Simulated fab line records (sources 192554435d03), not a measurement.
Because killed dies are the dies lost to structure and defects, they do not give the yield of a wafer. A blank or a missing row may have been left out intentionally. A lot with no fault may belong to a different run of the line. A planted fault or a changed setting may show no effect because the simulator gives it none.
fab line records	flow n5Finfet
record lots=5	wafers=15	lastDay=20
route steps=1938 shown START@1 ZERO_LAYER@2 BEOL_M4@1111 PASSIVATION@1936
lots that met no fault: from a run of the same line without faults
startH: hours from the record's first day to the start of the lot's first wafer shown	waitH: hours elapsed since this lot's preceding step	" same as the row above	L1.1+2: a single row standing in for several wafers	- no value present, or no start provided	* or withheld: withheld	< > ~ a bound
route shown NAME@n: NAME is a module with steps in the file, n the number in the route of the first one	usual: mean/standard deviation taken from wafers without a fault	same: alike in all rows	chamber/n: place in a boat	sites: each site's reading	_std_site: how widely they spread, as a standard deviation	_edge_site: outer sites' mean less inner sites'	radiusMm: how far each site lies from the wafer's centre	mask NAME#n: copy n	behind: tool/chamber where the wafer was last shaped	hold: why the lot was held/for how many hours/how that ended	device: whichever transistor did not switch (one of n, p or np)	end of line: the tests these same wafers got at the end of their route	where a step has no rows: the recipe by itself	killed: dies that structure and defects cost at the first sort, which is not the same as the wafer's yield	map: shows each die of a wafer: x if killed, . if not, _ if none is there
set.NAME: the run value of the setting; set.NAME@STEP: its run value at that earlier step	model.NAME: the simulator's own value behind a step, which no gauge read
lots at some steps of the route; a table a step, a row a wafer
services: when a tool's chamber went out of use (startH, in hours from the record's first day, below 0 if earlier), for how many hours, and the reason
## steps
# step N5_START_INSPECT_01
# recipe inspectInstrument=unpatternedScan	mode=incoming
# usual rawDefectCount=5.8/2.4
lot.wafer	tool	chamber	startH	waitH	rawDefectCount
L391.1	defectInspect-01	-	18.03	-	10
L391.3	"	-	"	"	4
L391.6	"	-	"	"	9
L393.2	defectInspect-01	-	30.03	-	5
L393.3	"	-	"	"	6
L393.4	"	-	"	"	6
L404.2	defectInspect-02	-	96.03	-	4
L404.4	"	-	"	"	5
L404.5	"	-	"	"	7
L411.1	defectInspect-02	-	138.03	-	6
L411.4	"	-	"	"	6
L411.5	"	-	"	"	9
L413.3	defectInspect-01	-	150.03	-	6
L413.5	"	-	"	"	7
L413.6	"	-	"	"	4
# step N5_ZERO_LAYER_PRECLEAN_00
# recipe chemistry=SPM	timeS=600	tempC=120	mix=4:1
# step N5_ZERO_LAYER_SRD_01
# recipe timeS=30	tempC=23	rinseLiquid=diw	dry=n2Spin	spinRpm=1500	dryTimeS=30
# step N5_ZERO_LAYER_PECVD_02
# recipe material=SiO2	targetThkA=100	tempC=400	precursor=SiH4/N2O	pressureTorr=0.75	rfW=275	timeS=6
# usual heaterPowerW=854/120	showerheadPlenumPTorr=8.06/0.1
lot.wafer	tool	chamber	startH	waitH	heaterPowerW	showerheadPlenumPTorr
L391.1	pecvd-04	0	18.29	0.0	755	8.11
L391.3	"	1	"	"	803	8.06
L391.6	"	0	"	"	759	8.08
L393.2	pecvd-04	1	30.29	0.0	809	8.06
L393.3	"	0	"	"	805	8.11
L393.4	"	1	"	"	797	8.05
L404.2	pecvd-04	0	96.28	0.0	788	8.11
L404.4	"	2	"	"	1096	7.92
L404.5	"	0	"	"	788	8.09
L411.1	pecvd-04	2	138.28	0.0	1099	7.89
L411.4	"	2	"	"	1102	7.91
L411.5	"	0	"	"	748	8.09
L413.3	pecvd-03	2	150.31	0.1	1006	8.11
L413.5	"	1	"	"	673	7.99
L413.6	"	2	"	"	1018	8.10
# step N5_ZERO_LAYER_HMDS_04
# recipe timeS=60	tempC=120
# step N5_ZERO_LAYER_COAT_05
# recipe spinRpm=1500	resistThkNm=1000
# step N5_ZERO_LAYER_EBR_07
# recipe solvent=PGMEA	ebrWidthMm=1.5
# step N5_ZERO_LAYER_SOFTBAKE_06
# recipe tempC=100	timeS=90
# step N5_ZERO_LAYER_EXPOSE_08
# recipe maskId=ZERO	na=0.55	sourceShape=conventional	sigmaOuter=0.8	polarization=unpolarized	defocusNm=0	targetCdNm=2000	doseMj=16.2
lot.wafer	tool	chamber	startH	waitH	mask
L391.1+3+6	krfScanner-01	0	18.59	-	ZERO#0
L393.2+3+4	krfScanner-02	0	30.48	-	ZERO#0
L404.2+4+5	krfScanner-01	0	96.60	-	ZERO#0
L411.1+4+5	krfScanner-02	0	138.46	-	ZERO#0
L413.3+5+6	krfScanner-02	0	150.50	-	ZERO#0
# step N5_ZERO_LAYER_PEB_09
# recipe pebTempC=withheld	pebTimeS=*
# step N5_ZERO_LAYER_DEVELOP_10
# recipe developTimeS=60	rinseLiquid=diw	dry=airSpin	devTempC=21
# step N5_ZERO_LAYER_HARDBAKE_23
# recipe tempC=130	timeS=120
# step N5_ZERO_LAYER_CD_MEAS_11
# recipe targetCdNm=2000	landingEnergyEv=500	detector=seInlens
# usual cdNm=1998.6/2.8
lot.wafer	tool	chamber	startH	waitH	cdNm
L391.1	cdSem-03	0	18.77	-	2001.2
L391.3	"	0	"	"	2002.8
L391.6	"	0	"	"	2000.2
L393.2	cdSem-02	0	30.65	-	1998.6
L393.3	"	0	"	"	2000.2
L393.4	"	0	"	"	2005.6
L404.2	cdSem-03	0	96.77	-	2005.1
L404.4	"	0	"	"	1993.0
L404.5	"	0	"	"	1994.5
L411.1	cdSem-02	0	138.64	-	1996.7
L411.4	"	0	"	"	1995.6
L411.5	"	0	"	"	1996.0
L413.3	cdSem-01	0	150.67	-	1997.0
L413.5	"	0	"	"	1995.8
L413.6	"	0	"	"	1995.8
# step N5_ZERO_LAYER_DESCUM_16
# recipe chemistry=O2	timeS=7.9	sourcePowerW=50	biasPowerW=20	pressureMtorr=20	rfFrequencyHz=2.712e+07	tempC=40	o2FlowSccm=225
# usual drypumpMotorCurrentA=5.5/0.46	oesProductAu=0.76/0.073	rfVppV=243.5/1.5	showerheadPlenumPTorr=2.11/0.07	throttleValvePct=20.32/0.19
lot.wafer	tool	chamber	startH	waitH	drypumpMotorCurrentA	oesProductAu	rfHoursCounterH	rfVppV	showerheadPlenumPTorr	throttleValvePct	model.ZERO_LAYER.cdNm
L391.1	rieDiel-02	3	18.81	0.0	6.0	0.77	141	241.1	2.01	20.32	2001
L391.3	"	2	"	"	5.6	0.78	137	246.0	2.20	20.22	-
L391.6	"	1	"	"	6.4	0.82	-	241.2	2.03	20.49	2000
L393.2	rieDiel-02	3	30.96	0.3	6.0	0.76	145	241.6	2.01	20.31	1999
L393.3	"	2	"	"	5.6	0.77	142	244.3	2.20	20.23	2000
L393.4	"	0	"	"	5.0	0.72	191	243.1	2.17	20.15	2006
L404.2	rieDiel-02	1	96.80	0.0	6.4	0.80	104	241.3	2.03	20.51	2005
L404.4	"	0	"	"	5.0	0.70	209	244.1	2.17	20.19	1993
L404.5	"	1	"	"	6.4	0.80	-	241.8	2.03	20.50	1995
L411.1	rieDiel-02	2	138.68	0.0	5.6	0.76	171	244.8	2.18	20.28	1996
L411.4	"	3	"	"	6.0	0.74	176	241.3	1.99	20.37	1996
L411.5	"	2	"	"	5.6	0.76	-	244.6	2.18	20.26	1996
L413.3	rieDiel-05	2	150.70	0.0	5.6	0.67	236	241.3	2.00	20.58	1997
L413.5	"	1	"	"	5.4	0.88	-	243.6	2.21	20.05	1996
L413.6	"	0	"	"	5.6	0.71	-	242.7	2.08	20.74	1995
# step N5_ZERO_LAYER_ETCH_17
# recipe chemistry=CF4	target=SiO2	targetDepthA=120	timeS=13.3	ionEnergyEv=350	pressureMtorr=40	sourceW=450	biasW=215	Ar_flow_sccm=100	cf4FlowSccm=100
# usual drypumpMotorCurrentA=5.5/0.47	oesProductAu=0.75/0.076	rfVppV=950/4.7	showerheadPlenumPTorr=2.16/0.068	throttleValvePct=15.59/0.17
lot.wafer	tool	chamber	startH	waitH	drypumpMotorCurrentA	oesProductAu	rfHoursCounterH	rfVppV	showerheadPlenumPTorr	throttleValvePct
L391.1	rieDiel-02	3	18.84	0.0	6.0	0.76	141	944	2.08	15.70
L391.3	"	2	"	"	5.6	0.76	137	954	2.21	15.37
L391.6	"	1	"	"	6.5	0.81	-	944	2.09	15.73
L393.2	rieDiel-02	3	30.99	0.0	6.0	0.76	145	943	2.08	15.72
L393.3	"	2	"	"	5.6	0.75	142	955	2.21	15.36
L393.4	"	0	"	"	5.0	0.72	191	952	2.22	15.42
L404.2	rieDiel-02	1	96.84	0.0	6.4	0.79	104	944	2.09	15.78
L404.4	"	0	"	"	5.0	0.70	209	953	2.21	15.47
L404.5	"	1	"	"	6.5	0.77	-	944	2.09	15.77
L411.1	rieDiel-02	2	138.71	0.0	5.5	0.73	171	954	2.20	15.43
L411.4	"	3	"	"	6.0	0.74	176	944	2.07	15.77
L411.5	"	2	"	"	5.6	0.74	-	954	2.20	15.43
L413.3	rieDiel-05	2	150.74	0.0	5.5	0.67	236	941	2.04	15.79
L413.5	"	1	"	"	5.4	0.88	-	955	2.27	15.37
L413.6	"	0	"	"	5.6	0.70	-	949	2.10	15.92
# step N5_ZERO_LAYER_ETCH_18
# recipe chemistry=HBr/Cl2	target=Si	targetDepthA=1200	timeS=40	pressureMtorr=10	icpW=800	biasW=75	HBr_flow_sccm=150	Cl2_flow_sccm=80
# usual drypumpMotorCurrentA=5.6/0.42	oesProductAu=1.007/0.021	throttleValvePct=36.2/0.33
lot.wafer	tool	chamber	startH	waitH	drypumpMotorCurrentA	oesProductAu	rfHoursCounterH	throttleValvePct	model.ZERO_LAYER.cdNm
L391.1	rieSi-01	1	18.92	0.0	5.8	1.013	13	36.5	2001
L391.3	"	3	"	"	5.5	1.019	86	35.8	2003
L391.6	"	0	"	"	6.0	0.959	-	36.4	2000
L393.2	rieSi-01	3	31.06	0.0	5.5	1.012	86	35.8	1999
L393.3	"	2	"	"	4.8	1.026	41	36.1	2000
L393.4	"	0	"	"	6.1	0.966	6	36.4	2006
L404.2	rieSi-02	1	96.91	0.0	5.4	1.039	28	36.1	2005
L404.4	"	3	"	"	5.4	1.001	64	36.5	1993
L404.5	"	2	"	"	6.1	1.025	-	35.5	1995
L411.1	rieSi-01	1	138.79	0.0	5.8	1.015	15	36.5	1996
L411.4	"	0	"	"	6.0	0.967	8	36.4	1996
L411.5	"	2	"	"	4.8	1.016	-	36.1	1996
L413.3	rieSi-01	2	150.81	0.0	4.8	1.014	44	36.1	1997
L413.5	"	1	"	"	5.7	1.014	-	36.5	1996
L413.6	"	0	"	"	6.0	0.966	-	36.4	1995
# step N5_ZERO_LAYER_STRIP_24
# recipe chemistry=O2	powerW=1000	tempC=250	overashFraction=0.3	pressureMtorr=1000	o2FlowSccm=6750
# usual drypumpMotorCurrentA=5.8/0.47	heaterPowerW=343/20	oesProductAu=0.647/0.0042	stripTimeToEndpointS=43.87/0.077
lot.wafer	tool	chamber	startH	waitH	drypumpMotorCurrentA	heaterPowerW	oesProductAu	rfHoursCounterH	stripTimeToEndpointS
L391.1	plasmaAsher-01	1	19.02	0.1	6.5	368	0.646	74	43.92
L391.3	"	1	"	"	6.5	356	0.649	-	43.92
L391.6	"	0	"	"	5.6	325	0.650	-	43.98
L393.2	plasmaAsher-02	1	31.17	0.1	5.9	325	0.646	29	43.95
L393.3	"	0	"	"	5.2	360	0.650	-	43.84
L393.4	"	1	"	"	5.9	318	0.648	-	43.75
L404.2	plasmaAsher-01	0	97.02	0.1	5.5	334	0.653	89	43.92
L404.4	"	0	"	"	5.5	326	0.646	-	43.99
L404.5	"	1	"	"	6.5	362	0.648	-	43.91
L411.1	plasmaAsher-02	1	138.89	0.1	5.9	324	0.648	45	43.83
L411.4	"	1	"	"	5.9	325	0.647	-	43.78
L411.5	"	1	"	"	5.9	322	0.649	-	43.83
L413.3	plasmaAsher-01	0	150.96	0.1	5.6	323	0.650	-	43.84
L413.5	"	1	"	"	6.4	362	0.645	-	43.90
L413.6	"	0	"	"	5.6	319	0.651	-	43.81
# step N5_BEOL_M4_RC_MEAS_101
# usual DIBL_N=36.0/1.9	DIBL_P=35.6/2.2	IOFF_N=0.15/0.031	IOFF_P=0.19/0.032	ION_N=668/11	ION_P=455/7.2	SS_N=71.5/0.65	SS_P=73.4/0.64	VT_N=251/3.6	VT_P=-253/3.3
lot.wafer	tool	chamber	startH	waitH	DIBL_N[mV/V]	DIBL_P[mV/V]	IOFF_N[nA/um]	IOFF_P[nA/um]	ION_N[uA/um]	ION_P[uA/um]	SS_N[mV/dec]	SS_P[mV/dec]	VT_N[mV]	VT_P[mV]
L391.1	prober-02	0	193.73	0.0	38.4	38.5	0.17	0.19	676	449	72.3	74.2	249	-254
L391.3	"	0	"	"	36.9	37.4	0.14	0.18	667	448	71.9	73.7	252	-254
L391.6	"	0	"	"	36.8	37.4	0.14	0.17	660	451	72.2	73.3	252	-255
L393.2	prober-02	0	226.81	0.2	38.0	38.6	0.21	0.24	678	460	72.4	73.2	245	-249
L393.3	"	0	"	"	35.6	35.3	0.15	0.19	671	460	71.4	72.9	253	-252
L393.4	"	0	"	"	37.9	38.4	0.19	0.23	674	453	71.7	74.3	247	-251
L404.2	prober-02	0	298.07	0.2	36.8	36.6	0.16	0.18	682	467	70.8	73.8	248	-251
L404.4	"	0	"	"	38.3	38.6	0.19	0.22	688	470	72.1	73.6	248	-250
L404.5	"	0	"	"	37.0	35.9	0.15	0.18	676	461	71.0	73.6	248	-253
L411.1	prober-02	0	325.81	0.0	39.4	40.4	0.24	0.31	692	473	73.1	74.7	244	-243
L411.4	"	0	"	"	37.2	36.9	0.18	0.23	681	465	72.0	73.5	248	-248
L411.5	"	0	"	"	36.8	36.4	0.17	0.22	673	456	72.0	73.3	248	-249
L413.3	prober-01	0	361.83	0.3	35.6	34.6	0.14	0.20	657	454	71.8	73.5	250	-249
L413.5	"	0	"	"	36.1	34.3	0.14	0.18	666	448	71.8	73.3	255	-252
L413.6	"	0	"	"	35.4	34.2	0.13	0.20	672	464	70.9	73.3	251	-250
# step N5_PASSIVATION_PROBE_49
# usual defectLimitedYield=91.3/1.4	killed_at_M0_to_M3=34/10	killed_at_M4_up=14/5.5	killedAtContacts=12/6	killedAtFrontEnd=40/10	killedAtOther=3.0/2.4	killedDies=103/17	killedOpen=68/13	killedShort=34/7.8	sort_bin_5_function=5.1/0.97	sort_bin_6_memory=3.3/0.66	sortNPass=1077/17	sortYieldPct=91.2/1.4
# same grossDies=1180	killedAtBackSide=0	sort_bin_4_leakage[%]=0	sort_bin_8_speed[%]=0
lot.wafer	tool	chamber	startH	waitH	defectLimitedYield[%]	killed_at_M0_to_M3	killed_at_M4_up	killedAtContacts	killedAtFrontEnd	killedAtOther	killedDies	killedOpen	killedShort	sort_bin_5_function[%]	sort_bin_6_memory[%]	sortNPass	sortYieldPct[%]
L391.1	prober-02	-	294.82	0.0	91.2	22	15	9	57	1	104	71	33	5.4	3.1	1076	91.2
L391.3	prober-02	-	294.92	0.1	89.1	34	20	16	56	3	129	86	42	7.6	3.0	1051	89.1
L391.6	prober-02	-	295.07	0.3	91.7	43	3	6	43	3	98	65	33	5.3	2.6	1082	91.7
L393.2	prober-02	-	323.41	0.5	88.3	49	10	9	65	5	138	75	61	6.4	4.6	1042	88.3
L393.3	prober-02	-	323.46	0.5	90.8	45	18	7	36	2	108	65	40	5.1	3.8	1072	90.8
L393.4	prober-02	-	323.51	0.6	89.2	51	14	3	57	2	127	86	40	5.7	4.5	1053	89.2
L404.2	prober-01	-	401.51	0.1	92.7	33	7	5	41	0	86	42	42	4.5	2.5	1094	92.7
L404.4	prober-01	-	401.61	0.2	90.3	37	14	15	45	4	115	72	35	5.6	3.3	1065	90.3
L404.5	prober-01	-	401.66	0.2	90.7	20	4	9	67	10	110	64	38	5.8	3.1	1070	90.7
L413.3	prober-02	-	475.40	0.1	89.2	44	6	19	49	9	127	79	46	6.4	3.8	1053	89.2
L413.5	prober-02	-	475.50	0.2	91.8	34	10	7	42	4	97	55	41	4.6	3.0	1083	91.8
L413.6	prober-02	-	475.55	0.3	91.3	21	12	16	49	5	103	66	37	5.0	3.6	1077	91.3
# killed by level:class
L391.1 FIN_SAQP:geometricParticle:open=21 FIN_SAQP:geometricParticle:short=13 BEOL_M0_SAQP:geometricParticle:open=8 BEOL_M4:geometricParticle:open=8 MOL_CONTACT_COAG:geometricParticle:open=7 BEOL_M0_SAQP:geometricParticle:short=7 STI_FIN_REVEAL:geometricParticle:open=6 DUMMY_GATE:geometricParticle:open=4
L391.3 FIN_SAQP:geometricParticle:open=24 MOL_CONTACT_COAG:geometricParticle:open=15 FIN_SAQP:geometricParticle:short=9 BEOL_M0_SAQP:geometricParticle:short=9 BEOL_M3:geometricParticle:open=8 BEOL_M1:geometricParticle:open=6 BEOL_M4:geometricParticle:open=6 STARTING-WAFER:geometricParticle:short=5
L391.6 FIN_SAQP:geometricParticle:open=16 BEOL_M3:geometricParticle:open=12 FIN_SAQP:geometricParticle:short=11 BEOL_M0_SAQP:geometricParticle:short=10 BEOL_M0_SAQP:geometricParticle:open=9 STI_FIN_REVEAL:geometricParticle:open=6 MOL_CONTACT_COAG:geometricParticle:open=5 STARTING-WAFER:geometricParticle:open=4
L393.2 GATE_CUT:geometricParticle:short=21 FIN_SAQP:geometricParticle:open=17 BEOL_M1:geometricParticle:open=9 BEOL_M2:geometricParticle:open=9 FIN_SAQP:geometricParticle:short=8 MOL_CONTACT_COAG:geometricParticle:open=8 BEOL_M0:geometricParticle:short=7 BEOL_M3:geometricParticle:open=7
L393.3 GATE_CUT:geometricParticle:open=9 BEOL_M0_SAQP:geometricParticle:open=8 BEOL_M1:geometricParticle:open=8 BEOL_M4:geometricParticle:open=7 FIN_SAQP:geometricParticle:open=6 GATE_CUT:geometricParticle:short=6 BEOL_M2:geometricParticle:open=6 BEOL_M0_SAQP:geometricParticle:short=6
L393.4 STI_FIN_REVEAL:geometricParticle:open=20 FIN_SAQP:geometricParticle:short=12 BEOL_M1:geometricParticle:open=11 BEOL_M0_SAQP:geometricParticle:short=10 BEOL_M3:geometricParticle:open=9 BEOL_M0_SAQP:geometricParticle:open=8 GATE_CUT:geometricParticle:short=6 BEOL_M2:geometricParticle:open=6
L404.2 BEOL_M0_SAQP:geometricParticle:short=11 FIN_SAQP:geometricParticle:open=10 FIN_SAQP:geometricParticle:short=9 ILD0:geometricParticle:short=6 BEOL_M0_SAQP:geometricParticle:open=6 DUMMY_GATE:geometricParticle:open=4 BEOL_M1:geometricParticle:open=4 GATE_CUT:geometricParticle:short=4
L404.4 MOL_CONTACT_COAG:geometricParticle:open=13 FIN_SAQP:geometricParticle:open=12 BEOL_M0_SAQP:geometricParticle:open=11 BEOL_M0_SAQP:geometricParticle:short=9 STARTING-WAFER:geometricParticle:short=6 BEOL_M2:geometricParticle:short=5 HKMG_FIN:areaEtch=5 STI_FIN_REVEAL:geometricParticle:open=4
L404.5 STI_FIN_REVEAL:geometricParticle:open=20 FIN_SAQP:geometricParticle:short=14 FIN_SAQP:geometricParticle:open=14 MOL_CONTACT_COAG:geometricParticle:open=8 BEOL_M0_SAQP:geometricParticle:short=8 ILD0:geometricParticle:open=7 ILD0:geometricParticle:short=6 PASSIVATION:areaEtch=6
L413.3 MOL_CONTACT_COAG:geometricParticle:open=17 FIN_SAQP:geometricParticle:short=13 STI_FIN_REVEAL:geometricParticle:open=11 BEOL_M2:geometricParticle:open=10 BEOL_M0_SAQP:geometricParticle:short=9 FIN_SAQP:geometricParticle:open=7 BEOL_M1:geometricParticle:open=7 BEOL_M3:geometricParticle:open=5
L413.5 FIN_SAQP:geometricParticle:short=11 BEOL_M1:geometricParticle:open=9 FIN_SAQP:geometricParticle:open=8 BEOL_M3:geometricParticle:short=7 DUMMY_GATE:geometricParticle:open=5 BEOL_M3:geometricParticle:open=5 STI_FIN_REVEAL:geometricParticle:open=4 MOL_CONTACT_COAG:geometricParticle:open=4
L413.6 FIN_SAQP:geometricParticle:open=14 STI_FIN_REVEAL:geometricParticle:open=12 MOL_CONTACT_COAG:geometricParticle:open=12 FIN_SAQP:geometricParticle:short=8 BEOL_M3:geometricParticle:short=7 GATE_CUT:geometricParticle:short=4 GATE_CUT:geometricParticle:open=4 MOL_CONTACT_COAG:geometricParticle:short=4
## services
tool	chamber	startH	hours	kind
pecvd-04	0	-3.98	11.6	repair
rieSi-01	2	5.70	8.5	repair
plasmaAsher-01	-	7.42	1.3	repair
krfScanner-01	-	11.92	1.3	pm
rieSi-02	1	12.14	0.9	repair
plasmaAsher-01	-	30.49	5.8	repair
rieDiel-05	3	52.46	7.1	repair
krfScanner-02	-	57.87	0.8	pm
krfScanner-01	-	59.19	0.8	pm
rieDiel-05	-	66.04	5.2	repair
pecvd-04	0	66.56	5.5	scheduledDown
krfScanner-02	-	75.03	1.0	pm
krfScanner-02	-	81.65	0.3	repair
pecvd-04	1	81.71	5.5	scheduledDown
plasmaAsher-02	-	85.02	28.1	pm
krfScanner-02	-	99.38	0.2	repair
krfScanner-01	-	100.31	0.1	repair
krfScanner-02	-	114.22	3.1	repair
krfScanner-01	-	123.31	0.8	pm
rieDiel-02	1	125.47	2.9	repair
pecvd-03	-	125.98	0.6	repair
krfScanner-01	-	135.19	0.9	repair
pecvd-03	0	144.63	19.6	repair
plasmaAsher-02	-	145.98	1.2	repair
## key
firstSign none at tools or gauges
modelEffect step=N5_ZERO_LAYER_DESCUM_16	value=ZERO_LAYER.cdNm	without=1994	struck=2005
modelEffect step=N5_ZERO_LAYER_ETCH_18	value=ZERO_LAYER.cdNm	without=1994	struck=2005
metAt N5_ZERO_LAYER_EXPOSE_08
struckWafers L404.2
onsetBetween 18.59 96.60
fault kind=processParameterDrift	tool=krfScanner-01	chamber=-	onsetH=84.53	steps=N5_ZERO_LAYER_EXPOSE_08	channel=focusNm	offset=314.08	shape=step	endH=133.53	scope=struckWafersOnly
